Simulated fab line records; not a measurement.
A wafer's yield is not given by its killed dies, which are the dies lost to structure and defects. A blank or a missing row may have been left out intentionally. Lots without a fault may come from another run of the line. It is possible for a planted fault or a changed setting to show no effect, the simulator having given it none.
fab line records	flow n5-finfet
[record] lots = 7	wafers = 21
route steps=1938 shown BEOL_M0@726 BEOL_M1@777 BEOL_M2@870 BEOL_M3@957
start-h: start of the lot's first displayed wafer, in hours after the record's first day	wait-h: time in hours since the lot's previous step	" as in the row above	L1.1+2: a row that stands for several wafers	- no value, or no start was given	* or withheld: withheld	< > ~ a bound
route shown NAME@n: a module of which the file shows steps, and the number in the route of the first	usual: mean/standard deviation of fault-free wafers	same: alike in all rows	chamber/n: place in a boat	sites: each site's reading	_std_site: standard deviation of those values	_edge_site: outer sites' mean less inner sites'	radius-mm: how far each site lies from the wafer's centre	mask NAME#n: copy n	behind: the tool/chamber that last shaped the wafer	hold: why the lot went on hold/how many hours it stayed there/how the hold came to an end	device: the n, p or np transistor that did not switch	end of line: at the end of the route, the tests of the same wafers	where a step has no rows: the recipe by itself	killed: dies lost to structure and defects at the first sort, not the wafer's yield	map: a wafer's dies, marking killed ones x, the rest . and places with no die _
set.NAME: the setting the step ran with; set.NAME@STEP: the setting that earlier step ran with	model.NAME: the simulator's own value behind a step, which no gauge read
one table per step and one row per wafer, for lots whose settings were changed on purpose
[[steps]]
[step N5_BEOL_M0_ETCH_109]
[recipe] chemistry = CH3F/O2	target-depth-a = 80	overetch-a = 24	target = SiCN	time-s = 27.4	ion-energy-ev = 120	pressure-mtorr = 30	source-w = 395	bias-w = 75	Ar_flow_sccm = 150	CH3F_flow_sccm = 30	O2_flow_sccm = 20
[usual] rf-vpp-V = 297.4/1.4
lot.wafer	tool	chamber	start-h	wait-h	set.bias-w	rf-vpp-V
L078.2	rie-diel-05	1	146.35	1.5	75	297.4
L078.3	"	2	"	"	75	296.8
L078.4	"	3	"	"	75	299.6
L083.4	rie-diel-05	0	172.85	1.2	75	298.1
L083.5	"	3	"	"	75	296.5
L083.6	"	2	"	"	75	297.2
L085.2	rie-diel-06	3	190.25	0.0	75	298.2
L085.3	"	2	"	"	75	298.7
L085.5	"	2	"	"	85.73	325.9
L088.1	rie-diel-06	3	199.52	0.0	71.55	289.4
L088.2	"	2	"	"	75	300.2
L088.3	"	0	"	"	75	297.9
L089.4	rie-diel-05	2	206.40	0.1	75	295.9
L089.5	"	1	"	"	75	296.0
L089.6	"	0	"	"	83.67	319.2
L092.2	rie-diel-06	2	229.62	0.0	79.03	308.9
L092.3	"	0	"	"	79.03	308.6
L092.6	"	0	"	"	75	296.0
L095.2	rie-diel-06	2	247.83	0.0	71.45	289.8
L095.3	"	3	"	"	75	298.7
L095.5	"	1	"	"	71.45	285.1
[step N5_BEOL_M1_COAT_67]
[recipe] resist = SOC	temp-c = 250	time-s = 60	spin-rpm = 1500	resist-thk-nm = 60
lot.wafer	tool	chamber	start-h	wait-h	set.spin-rpm	model.SOC_of_BEOL_M1_COAT_67.thk-nm
L078.2	litho-track-02	0	154.10	0.0	1500	59.8
L078.3	"	0	"	"	1357	62.8
L078.4	"	0	"	"	1357	63.2
L083.4	litho-track-04	0	177.29	0.0	1500	59.8
L083.5+6	"	0	"	"	1500	60
L085.2+5	litho-track-02	0	196.22	0.0	1500	60
L085.3	"	0	"	"	1500	60.2
L088.1+3	litho-track-01	0	207.00	0.0	1564	58.8
L088.2	"	0	"	"	1500	60.2
L089.4	litho-track-04	0	214.42	0.0	1386	62.4
L089.5+6	"	0	"	"	1500	60
L092.2+3	litho-track-02	0	234.91	0.0	1346	63.2
L092.6	"	0	"	"	1500	59.8
L095.2	litho-track-01	0	257.36	0.0	1500	60.2
L095.3+5	"	0	"	"	1500	60
[step N5_BEOL_M1_COAT_76]
[recipe] resist = underlayer	temp-c = 205	time-s = 60	spin-rpm = 1500	resist-thk-nm = 5
lot.wafer	tool	chamber	start-h	wait-h	set.spin-rpm
L078.2+3+4	litho-track-02	0	-	-	1500
L083.4+5+6	litho-track-04	0	-	-	1500
L085.2+3	litho-track-02	0	-	-	1500
L085.5	"	0	"	"	1393
L088.1+2+3	litho-track-01	0	-	-	1500
L089.4+5	litho-track-04	0	-	-	1500
L089.6	"	0	"	"	1370
L092.2+6	litho-track-02	0	-	-	1442
L092.3	"	0	"	"	1500
L095.2+3	litho-track-01	0	-	-	1500
L095.5	"	0	"	"	1641
[step N5_BEOL_M1_COAT_22]
[recipe] resist = CAR-EUV	spin-rpm = 1500	resist-thk-nm = 30
[step N5_BEOL_M1_EBR_24]
[recipe] solvent = PGMEA	ebr-width-mm = 1.5
[step N5_BEOL_M1_DESCUM_33]
[recipe] chemistry = O2	time-s = 7	source-power-w = 50	bias-power-w = 20	pressure-mtorr = 20	rf-frequency-hz = 2.712e+07	temp-c = 40	resist = CAR-EUV	o2-flow-sccm = 225
[step N5_BEOL_M1_ETCH_77]
[recipe] chemistry = N2/H2	target = underlayer	target-depth-a = 65	mask-material = CAR-EUV	time-s = 5.2	ion-energy-ev = 200	pressure-mtorr = 30	source-w = 840	bias-w = 150	n2-flow-sccm = 200	h2-flow-sccm = 200	ends = cleared
lot.wafer	tool	chamber	start-h	wait-h	set.spin-rpm@BEOL_M1_COAT_76	model.etch.depth-nm
L078.2	rie-diel-04	0	154.54	0.0	1500	4.983
L078.3	"	1	"	"	1500	4.991
L078.4	"	0	"	"	1500	4.995
L083.4	rie-diel-02	0	178.01	0.0	1500	4.989
L083.5	"	3	"	"	1500	5.023
L083.6	"	0	"	"	1500	5.009
L085.2	rie-diel-02	3	196.79	0.0	1500	5.026
L085.3	"	2	"	"	1500	5.037
L085.5	"	3	"	"	1393	5.211
L088.1	rie-diel-03	3	207.58	0.0	1500	5.017
L088.2	"	1	"	"	1500	5.018
L088.3	"	2	"	"	1500	5.014
L089.4	rie-diel-04	0	214.99	0.0	1500	5.004
L089.5	"	0	"	"	1500	4.989
L089.6	"	3	"	"	1370	5.233
L092.2	rie-diel-02	0	235.94	0.0	1442	5.076
L092.3	"	1	"	"	1500	4.987
L092.6	"	0	"	"	1442	5.093
L095.2	rie-diel-04	2	257.92	0.0	1500	4.991
L095.3	"	1	"	"	1500	5.003
L095.5	"	2	"	"	1641	4.781
[step N5_BEOL_M1_ETCH_69]
[recipe] chemistry = CF4	target = SiARC	target-depth-a = 156	mask-material = CAR-EUV	time-s = 26	ion-energy-ev = 80	pressure-mtorr = 40	source-w = 545	bias-w = 36	Ar_flow_sccm = 100	cf4-flow-sccm = 100	ends = cleared
lot.wafer	tool	chamber	start-h	wait-h	set.spin-rpm@BEOL_M1_COAT_76	model.CAR-EUV_of_BEOL_M1_COAT_22.thk-nm
L078.2+4	rie-diel-04	0	154.56	0.0	1500	11.2
L078.3	"	1	"	"	1500	11
L083.4+6	rie-diel-02	0	178.02	0.0	1500	11
L083.5	"	3	"	"	1500	11.2
L085.2+3	rie-diel-02	3,2	196.81	0.0	1500	11.2
L085.5	"	3	"	"	1393	11
L088.1+2	rie-diel-03	3,1	207.60	0.0	1500	11
L088.3	"	2	"	"	1500	11.2
L089.4+5	rie-diel-04	0	215.00	0.0	1500	11.2
L089.6	"	3	"	"	1370	10.8
L092.2+6	rie-diel-02	0	235.95	0.0	1442	11
L092.3	"	1	"	"	1500	11.2
L095.2+3	rie-diel-04	2,1	257.94	0.0	1500	11
L095.5	"	2	"	"	1641	11.4
[step N5_BEOL_M1_ALD_98]
[recipe] material = SiO2	target-thk-a = 25	temp-c = 100	ald-precursor-family = BDEAS	ald-co-reactant = O2-plasma	pulse-time-s = 1	co-reactant-pulse-time-s = 1	purge-time-s = 2	co-reactant-purge-time-s = 2	ald-cycles = 17	pressure-torr = 2
[step N5_BEOL_M1_ETCHBACK_99]
[recipe] chemistry = CHF3	target = SiO2	target-depth-a = 50	time-s = 10.4	source-w = 215	bias-w = 47	Ar_flow_sccm = 200	CHF3_flow_sccm = 12	ion-energy-ev = 100	pressure-mtorr = 30
[step N5_BEOL_M1_ETCH_70]
[recipe] chemistry = N2/H2	target = SOC	target-depth-a = 800	overetch-a = 160	mask-material = SiARC	temp-c = 40	time-s = 120	ion-energy-ev = 200	pressure-mtorr = 30	source-w = 840	bias-w = 150	n2-flow-sccm = 200	h2-flow-sccm = 200
lot.wafer	tool	chamber	start-h	wait-h	set.spin-rpm@BEOL_M1_COAT_67	model.etch.depth-nm
L078.2	rie-diel-03	2	164.48	0.0	1500	59.86
L078.3	"	0	"	"	1357	62.87
L078.4	"	2	"	"	1357	63.12
L083.4	rie-diel-03	3	182.85	0.0	1500	59.72
L083.5	"	1	"	"	1500	60.04
L083.6	"	2	"	"	1500	60.03
L085.2	rie-diel-02	3	205.53	0.0	1500	60.02
L085.3	"	0	"	"	1500	60.13
L085.5	"	2	"	"	1500	59.93
L088.1	rie-diel-04	1	218.88	0.0	1564	58.89
L088.2	"	0	"	"	1500	60.13
L088.3	"	2	"	"	1564	58.86
L089.4	rie-diel-02	1	222.42	0.0	1386	62.46
L089.5	"	0	"	"	1500	60.1
L089.6	"	3	"	"	1500	60.02
L092.2	rie-diel-03	0	237.46	0.0	1346	63.23
L092.3	"	3	"	"	1346	63.25
L092.6	"	3	"	"	1500	59.77
L095.2	rie-diel-04	1	265.98	0.0	1500	60.23
L095.3	"	0	"	"	1500	60.08
L095.5	"	0	"	"	1500	60.02
[step N5_BEOL_M1_STRIP_71]
[recipe] chemistry = N2/H2	temp-c = 40	n2-flow-sccm = 200	h2-flow-sccm = 200	rf-frequency-hz = 6e+07
[step N5_BEOL_M1_STRIP_78]
[recipe] chemistry = N2/H2	temp-c = 40	n2-flow-sccm = 200	h2-flow-sccm = 200	rf-frequency-hz = 6e+07
[step N5_BEOL_M1_VIA_ETCH_34]
[recipe] chemistry = C4F6/O2	target-depth-a = 678	mask-material = SOC	pressure-mtorr = 15	ion-energy-ev = 250	taper-deg = 4	time-s = 64.4	source-w = 350	bias-w = 170	Ar_flow_sccm = 300	C4F6_flow_sccm = 10	O2_flow_sccm = 10
lot.wafer	tool	chamber	start-h	wait-h	set.spin-rpm@BEOL_M1_COAT_67	model.SOC_of_BEOL_M1_COAT_67.thk-nm
L078.2	rie-diel-03	2	164.58	0.0	1500	52
L078.3	"	0	"	"	1357	55
L078.4	"	2	"	"	1357	55.4
L083.4+5	rie-diel-03	3,1	182.96	0.0	1500	52
L083.6	"	2	"	"	1500	52.2
L085.2+5	rie-diel-02	3,2	205.63	0.0	1500	52.2
L085.3	"	0	"	"	1500	52.4
L088.1	rie-diel-04	1	218.98	0.0	1564	51
L088.2	"	0	"	"	1500	52.2
L088.3	"	2	"	"	1564	50.8
L089.4	rie-diel-02	1	222.52	0.0	1386	54.4
L089.5+6	"	0,3	"	"	1500	52
L092.2	rie-diel-03	0	237.56	0.0	1346	55.4
L092.3	"	3	"	"	1346	55.6
L092.6	"	3	"	"	1500	52.2
L095.2+3	rie-diel-04	1,0	266.09	0.0	1500	52.4
L095.5	"	0	"	"	1500	52.2
[step N5_BEOL_M2_COAT_22]
[recipe] resist = CAR-EUV	spin-rpm = 1500	resist-thk-nm = 30
lot.wafer	tool	chamber	start-h	wait-h	set.spin-rpm	model.CAR-EUV_of_BEOL_M2_COAT_22.thk-nm
L078.2+3	litho-track-05	0	-	-	1500	30
L078.4	"	0	"	"	1360	31.6
L083.4+5	litho-track-05	0	-	-	1500	30
L083.6	"	0	"	"	1500	29.8
L085.2	litho-track-03	0	-	-	1500	30.2
L085.3	"	0	"	"	1594	29.2
L085.5	"	0	"	"	1500	30
L088.1+3	litho-track-05	0	-	-	1574	29.2
L088.2	"	0	"	"	1500	30
L089.4+6	litho-track-05	0	-	-	1651	28.6
L089.5	"	0	"	"	1500	30
L092.2	litho-track-05	0	-	-	1500	30
L092.3+6	"	0	"	"	1605	29
L095.2+3+5	litho-track-03	0	-	-	1500	30
[step N5_BEOL_M2_EXPOSE_25]
[recipe] mask-id = V1	na = 0.33	source-shape = quasar	sigma-inner = 0.2	sigma-outer = 0.8	polarization = unpolarized	defocus-nm = 5	dose-mj = 63
lot.wafer	tool	chamber	start-h	wait-h	mask	set.dose-mj
L078.2+3+4	euv-scanner-02	0	173.58	-	V1#0	63
L083.4+5+6	euv-scanner-01	0	188.97	-	V1#0	63
L085.2+5	euv-scanner-01	0	214.42	-	V1#0	63
L085.3	"	0	"	"	V1#0	66.1
L088.1	euv-scanner-01	0	227.10	-	V1#0	63
L088.2+3	"	0	"	"	V1#0	67.45
L089.4+5+6	euv-scanner-02	0	230.89	-	V1#0	64.86
L092.2	euv-scanner-02	0	243.93	-	V1#0	64.2
L092.3+6	"	0	"	"	V1#0	63
L095.2+5	euv-scanner-02	0	274.25	-	V1#0	66.28
L095.3	"	0	"	"	V1#0	63
[step N5_BEOL_M2_PEB_26]
[recipe] peb-temp-c = 100	peb-time-s = 60	resist = CAR-EUV
[step N5_BEOL_M2_DEVELOP_27]
[recipe] develop-time-s = 30	developer = TMAH	resist = CAR-EUV	rinse-liquid = surfactant-rinse	dry = air-spin	dev-temp-c = 23
[step N5_BEOL_M2_CD_MEAS_28]
[recipe] target-cd-nm = 26.2	landing-energy-ev = 500	detector = se-inlens	target-cd-y-nm = 24.1	polarity = opening
[usual] cd-nm = 26.20/0.23
lot.wafer	tool	chamber	start-h	wait-h	set.dose-mj@BEOL_M2_EXPOSE_25	cd-nm
L078.2	cd-sem-03	0	173.72	-	63	26.26
L078.3	"	0	"	"	63	26.21
L078.4	"	0	"	"	63	26.01
L083.4	cd-sem-01	0	189.09	-	63	26.18
L083.5	"	0	"	"	63	26.55
L083.6	"	0	"	"	63	26.02
L085.2	cd-sem-03	0	214.56	-	63	26.52
L085.3	"	0	"	"	66.1	27.21
L085.5	"	0	"	"	63	26.53
L088.1	cd-sem-03	0	227.25	-	63	25.94
L088.2	"	0	"	"	67.45	27.37
L088.3	"	0	"	"	67.45	27.21
L089.4	cd-sem-02	0	231.01	-	64.86	26.48
L089.5	"	0	"	"	64.86	26.47
L089.6	"	0	"	"	64.86	26.39
L092.2	cd-sem-03	0	244.07	-	64.2	27.11
L092.3	"	0	"	"	63	26.60
L092.6	"	0	"	"	63	26.54
L095.2	cd-sem-02	0	274.39	-	66.28	26.73
L095.3	"	0	"	"	63	26.07
L095.5	"	0	"	"	66.28	27.00
[step N5_BEOL_M2_DESCUM_33]
[recipe] chemistry = O2	time-s = 7	source-power-w = 50	bias-power-w = 20	pressure-mtorr = 20	rf-frequency-hz = 2.712e+07	temp-c = 40	resist = CAR-EUV	o2-flow-sccm = 225
[step N5_BEOL_M2_ETCH_77]
[recipe] chemistry = N2/H2	target = underlayer	target-depth-a = 65	mask-material = CAR-EUV	time-s = 5.2	ion-energy-ev = 200	pressure-mtorr = 30	source-w = 840	bias-w = 150	n2-flow-sccm = 200	h2-flow-sccm = 200	ends = cleared
[step N5_BEOL_M2_ETCH_69]
[recipe] chemistry = CF4	target = SiARC	target-depth-a = 156	mask-material = CAR-EUV	time-s = 26	ion-energy-ev = 80	pressure-mtorr = 40	source-w = 545	bias-w = 36	Ar_flow_sccm = 100	cf4-flow-sccm = 100	ends = cleared
lot.wafer	tool	chamber	start-h	wait-h	set.spin-rpm@BEOL_M2_COAT_22	model.CAR-EUV_of_BEOL_M2_COAT_22.thk-nm
L078.2+3	rie-diel-01	3,0	174.32	0.0	1500	11.2
L078.4	"	1	"	"	1360	12.6
L083.4+6	rie-diel-01	0,1	189.26	0.0	1500	11
L083.5	"	2	"	"	1500	11.2
L085.2+5	rie-diel-06	3	214.73	0.0	1500	11.2
L085.3	"	1	"	"	1594	10.2
L088.1+3	rie-diel-05	3,2	227.42	0.0	1574	10.4
L088.2	"	1	"	"	1500	11.2
L089.4+6	rie-diel-05	1	231.18	0.0	1651	10
L089.5	"	2	"	"	1500	11.2
L092.2	rie-diel-01	1	245.04	0.0	1500	11
L092.3	"	3	"	"	1605	10.2
L092.6	"	0	"	"	1605	10
L095.2+5	rie-diel-06	1,3	274.56	0.0	1500	11.2
L095.3	"	0	"	"	1500	11
[step N5_BEOL_M2_TRENCH_ETCH_37]
[recipe] chemistry = C4F6/O2	target-depth-a = 555.55	target = SiOC	time-s = 29.2	ion-energy-ev = 250	pressure-mtorr = 30	source-w = 355	bias-w = 185	Ar_flow_sccm = 300	C4F6_flow_sccm = 10	O2_flow_sccm = 10
[usual] rf-vpp-V = 666/13
lot.wafer	tool	chamber	start-h	wait-h	set.bias-w	rf-vpp-V
L078.2	rie-diel-01	0	-	-	185	648
L078.3	"	3	"	"	185	673
L078.4	"	2	"	"	195.6	717
L083.4	rie-diel-06	1	-	-	185	652
L083.5	"	3	"	"	185	684
L083.6	"	2	"	"	185	676
L085.2	rie-diel-06	2	-	-	185	677
L085.3	"	1	"	"	207.5	714
L085.5	"	0	"	"	207.5	725
L088.1	rie-diel-06	0	-	-	152.9	567
L088.2	"	2	"	"	185	677
L088.3	"	1	"	"	185	653
L089.4	rie-diel-06	0	-	-	185	661
L089.5	"	2	"	"	185	676
L089.6	"	1	"	"	209.7	719
L092.2	rie-diel-06	3	-	-	194.5	711
L092.3	"	2	"	"	194.5	704
L092.6	"	2	"	"	194.5	703
L095.2	rie-diel-01	1	-	-	185	661
L095.3	"	0	"	"	165.8	593
L095.5	"	0	"	"	165.8	593
[step N5_BEOL_M3_COAT_67]
[recipe] resist = SOC	temp-c = 250	time-s = 60	spin-rpm = 1500	resist-thk-nm = 60
lot.wafer	tool	chamber	start-h	wait-h	set.spin-rpm	model.SOC_of_BEOL_M3_COAT_67.thk-nm
L078.2	litho-track-01	0	184.19	0.0	1391	62
L078.3	"	0	"	"	1500	59.8
L078.4	"	0	"	"	1391	62.2
L083.4+6	litho-track-01	0	195.99	0.0	1500	60
L083.5	"	0	"	"	1500	60.2
L085.2+3	litho-track-03	0	230.17	0.0	1500	60.2
L085.5	"	0	"	"	1576	58.6
L088.1+2	litho-track-03	0	238.76	0.0	1500	60
L088.3	"	0	"	"	1500	60.2
L089.4+5	litho-track-03	0	241.83	0.0	1500	60.2
L089.6	"	0	"	"	1500	60
L092.2	litho-track-01	0	256.74	0.0	1622	57.6
L092.3	"	0	"	"	1500	60
L092.6	"	0	"	"	1622	57.8
L095.2+5	litho-track-03	0	289.54	0.0	1500	60.2
L095.3	"	0	"	"	1500	60
[[key]]
[split] step = N5_BEOL_M0_ETCH_109	setting = bias-w	stated = 75	by = wafer
[response] step = N5_BEOL_M0_ETCH_109	reading = rf-vpp-V	change = +2.02	per = 1%	r = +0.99
[split] step = N5_BEOL_M1_COAT_67	setting = spin-rpm	stated = 1500	by = wafer
[response] step = N5_BEOL_M1_COAT_67	reading = model.SOC_of_BEOL_M1_COAT_67.thk-nm	change = -0.329	per = 1%	r = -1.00
[response] step = N5_BEOL_M1_ETCH_70	reading = model.etch.depth-nm	change = -0.328	per = 1%	r = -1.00
[response] step = N5_BEOL_M1_VIA_ETCH_34	reading = model.SOC_of_BEOL_M1_COAT_67.thk-nm	change = -0.324	per = 1%	r = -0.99
[split] step = N5_BEOL_M1_COAT_76	setting = spin-rpm	stated = 1500	by = wafer
[response] step = N5_BEOL_M1_ETCH_77	reading = model.etch.depth-nm	change = -0.025	per = 1%	r = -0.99
[response] step = N5_BEOL_M1_ETCH_69	reading = model.CAR-EUV_of_BEOL_M1_COAT_22.thk-nm	change = +0.0411	per = 1%	r = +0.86
[split] step = N5_BEOL_M2_COAT_22	setting = spin-rpm	stated = 1500	by = wafer
[response] step = N5_BEOL_M2_COAT_22	reading = model.CAR-EUV_of_BEOL_M2_COAT_22.thk-nm	change = -0.152	per = 1%	r = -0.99
[response] step = N5_BEOL_M2_ETCH_69	reading = model.CAR-EUV_of_BEOL_M2_COAT_22.thk-nm	change = -0.138	per = 1%	r = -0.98
[split] step = N5_BEOL_M2_EXPOSE_25	setting = dose-mj	stated = 63	by = wafer
[response] step = N5_BEOL_M2_CD_MEAS_28	reading = cd-nm	change = +0.173	per = 1%	r = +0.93
[split] step = N5_BEOL_M2_TRENCH_ETCH_37	setting = bias-w	stated = 185	by = wafer
[response] step = N5_BEOL_M2_TRENCH_ETCH_37	reading = rf-vpp-V	change = +5.11	per = 1%	r = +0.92
[split] step = N5_BEOL_M3_COAT_67	setting = spin-rpm	stated = 1500	by = wafer
[response] step = N5_BEOL_M3_COAT_67	reading = model.SOC_of_BEOL_M3_COAT_67.thk-nm	change = -0.301	per = 1%	r = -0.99
